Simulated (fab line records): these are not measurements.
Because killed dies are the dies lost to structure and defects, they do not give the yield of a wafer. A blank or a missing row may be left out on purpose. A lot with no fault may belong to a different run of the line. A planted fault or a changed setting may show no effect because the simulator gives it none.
Matching of chambers + flow nandHarc + 4 sister chambers for NHARC_P_ZERO_WELL_ETCH_65 on rieDiel-04
The step etches the open film in N2/H2, target depth 80 nm, overetch 24 nm, time 87.88 s. 22 wafers are shown with their chamber, then 11 later ones without.

== WAFERS, EACH WITH ITS CHAMBER ==
| wafer  | chamber | drypumpMotorCurrentA (A) | showerheadPlenumPTorr (Torr) | rfVppV (V) |
|--------|---------|--------------------------|------------------------------|------------|
| L074.1 | 3       | 5.7                      | 1.96                         | 428.1      |
| L074.2 | 0       | 5.4                      | 2.03                         | 430.8      |
| L074.3 | 2       | 6.0                      | 1.97                         | 429.6      |
| L075.2 | 1       | 6.4                      | 2.07                         | 432.2      |
| L075.3 | 3       | 5.7                      | 1.96                         | 428.4      |
| L075.6 | 1       | 6.4                      | 2.07                         | 431.3      |
| L076.2 | 3       | 5.7                      | 1.95                         | 427.3      |
| L076.3 | 2       | 6.0                      | 1.97                         | 427.9      |
| L076.4 | 1       | 6.3                      | 2.07                         | 431.7      |
| L076.1 | 0       | 5.4                      | 2.03                         | 429.6      |
| L076.5 | 0       | 5.4                      | 2.03                         | 428.9      |
| L076.6 | 3       | 5.7                      | 1.95                         | 427.0      |
| L083.1 | 1       | 6.4                      | 2.06                         | 431.2      |
| L083.2 | 0       | 5.4                      | 2.02                         | 429.8      |
| L083.4 | 2       | 6.0                      | 1.96                         | 428.7      |
| L085.2 | 3       | 5.7                      | 1.94                         | 428.0      |
| L085.4 | 2       | 6.0                      | 1.96                         | 428.8      |
| L085.5 | 3       | 5.7                      | 1.94                         | 427.7      |
| L086.1 | 2       | 6.0                      | 1.96                         | 428.1      |
| L086.4 | 0       | 5.4                      | 2.02                         | 428.9      |
| L086.5 | 2       | 6.0                      | 1.96                         | 429.1      |
| L087.1 | 2       | 6.0                      | 1.96                         | 429.4      |

SIGNATURES (averages over the wafers above)
| reading               | chamber 0 | chamber 1 | chamber 2 | chamber 3 | scatter within a chamber |
|-----------------------|-----------|-----------|-----------|-----------|--------------------------|
| drypumpMotorCurrentA  | 5.400     | 6.375     | 6.000     | 5.700     | 0.0204                   |
| showerheadPlenumPTorr | 2.0260    | 2.0675    | 1.9629    | 1.9500    | 0.0064                   |
| rfVppV                | 429.600   | 431.600   | 428.800   | 427.750   | 0.617                    |
Rule: for a wafer and a chamber, the distance is found by dividing, reading by reading, the gap between the wafer's reading and the chamber's mean by the reading's scatter, squaring, summing and taking the root. The wafer belongs to the nearest chamber; if the next one is less than 2 further off, it can't be placed. The scatter: the root of (the sum of the squares of (reading less its chamber's mean) over the shown wafers, divided by (wafers less chambers)).

== WAFERS WITH NO CHAMBER GIVEN ==
| wafer  | drypumpMotorCurrentA (A) | showerheadPlenumPTorr (Torr) | rfVppV (V) |
|--------|--------------------------|------------------------------|------------|
| L087.2 | 6.4                      | 2.06                         | 429.5      |
| L087.3 | 5.7                      | 1.94                         | 428.7      |
| L092.2 | 6.0                      | 1.95                         | 428.9      |
| L092.5 | 5.4                      | 2.01                         | 430.6      |
| L092.6 | 6.4                      | 2.05                         | 432.1      |
| L095.2 | 5.4                      | 2.01                         | 429.8      |
| L095.3 | 6.4                      | 2.05                         | 431.1      |
| L095.6 | 6.4                      | 2.05                         | 430.5      |
| L096.4 | 5.4                      | 2.01                         | 430.3      |
| L096.5 | 6.4                      | 2.05                         | 429.8      |
| L096.6 | 5.4                      | 2.01                         | 429.7      |

== CHAMBER TAKEN BY EACH ==
| wafer  | from the rows above | in truth |
|--------|---------------------|----------|
| L087.2 | 1                   | 1        |
| L087.3 | 3                   | 3        |
| L092.2 | 2                   | 2        |
| L092.5 | 0                   | 0        |
| L092.6 | 1                   | 1        |
| L095.2 | 0                   | 0        |
| L095.3 | 1                   | 1        |
| L095.6 | 1                   | 1        |
| L096.4 | 0                   | 0        |
| L096.5 | 1                   | 1        |
| L096.6 | 0                   | 0        |
Correctly placed: 11 of 11. Number that these rows cannot place: 0. Wrongly placed: 0.
